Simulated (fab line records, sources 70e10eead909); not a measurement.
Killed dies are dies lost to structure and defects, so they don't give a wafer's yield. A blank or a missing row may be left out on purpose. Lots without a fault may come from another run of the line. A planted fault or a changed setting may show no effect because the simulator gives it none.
Which tool did it? | flow nand_harc | 7 lots, 21 wafers sampled, at 3 steps of a route of 1302

WHAT THE GAUGES READ, wafer by wafer
NHARC_P_GATE_CD_MEAS_26: target cd 120 nm.
lot  | measured     | on        | cd_nm (nm)
L324 | day 5 12:23  | cd_sem-02 | 118.0 119.0 119.3
L327 | day 6 16:15  | cd_sem-01 | 121.2 121.9 120.2
L330 | day 8 02:31  | cd_sem-02 | 120.0 119.8 120.3
L332 | day 9 11:44  | cd_sem-02 | 118.8 119.3 119.4
L334 | day 9 20:46  | cd_sem-03 | 119.5 119.3 118.7
L340 | day 12 03:22 | cd_sem-02 | 120.2 119.0 120.0
L345 | day 14 12:16 | cd_sem-01 | 119.5 119.8 119.2

WHICH TOOL RAN EACH LOT (tool, then ch and the chambers of the sampled wafers, then the start)
lot  | NHARC_P_GATE_DEP_103           | NHARC_P_GATE_SOFTBAKE_21
L324 | pecvd-01 ch 0,1, day 5 11:43   | litho_track-06 ch 0, day 5 11:00
L327 | pecvd-02 ch 0,1,2, day 6 15:43 | litho_track-06 ch 0, day 6 15:00
L330 | pecvd-01 ch 0,2, day 8 01:57   | litho_track-04 ch 0, day 8 02:00
L332 | pecvd-03 ch 0,1,2, day 9 11:04 | litho_track-06 ch 0, day 9 11:00
L334 | pecvd-01 ch 0,2, day 9 20:14   | litho_track-04 ch 0, day 9 20:00
L340 | pecvd-02 ch 1,2, day 12 02:41  | litho_track-06 ch 0, day 12 02:00
L345 | pecvd-02 ch 0,2, day 14 11:37  | litho_track-04 ch 0, day 14 11:00
- NHARC_P_GATE_DEP_103: deposits SiON, target thk 30 nm.
- NHARC_P_GATE_SOFTBAKE_21: time 55 s.

THE ANSWER, worked out from the rows above alone
Rule: what is usual is taken from the lots themselves. Put in order of their means at a reading, lots are off if they are a third of the lots or fewer, leave a main group of 4 or more, and stand apart from it by a gap of 3 or more times the standard deviation of the main group's means; of several such gaps the widest counts. A main group whose means are all the same, to the digits that the tables above print for the reading, isn't used. A lot without any number at a reading at which 4 lots or more have one is off too. The other lots that the step has rows for count as sound.
No lot is off at any reading shown: from this, nothing can be told.

WHAT THE SIMULATOR HAD PUT IN
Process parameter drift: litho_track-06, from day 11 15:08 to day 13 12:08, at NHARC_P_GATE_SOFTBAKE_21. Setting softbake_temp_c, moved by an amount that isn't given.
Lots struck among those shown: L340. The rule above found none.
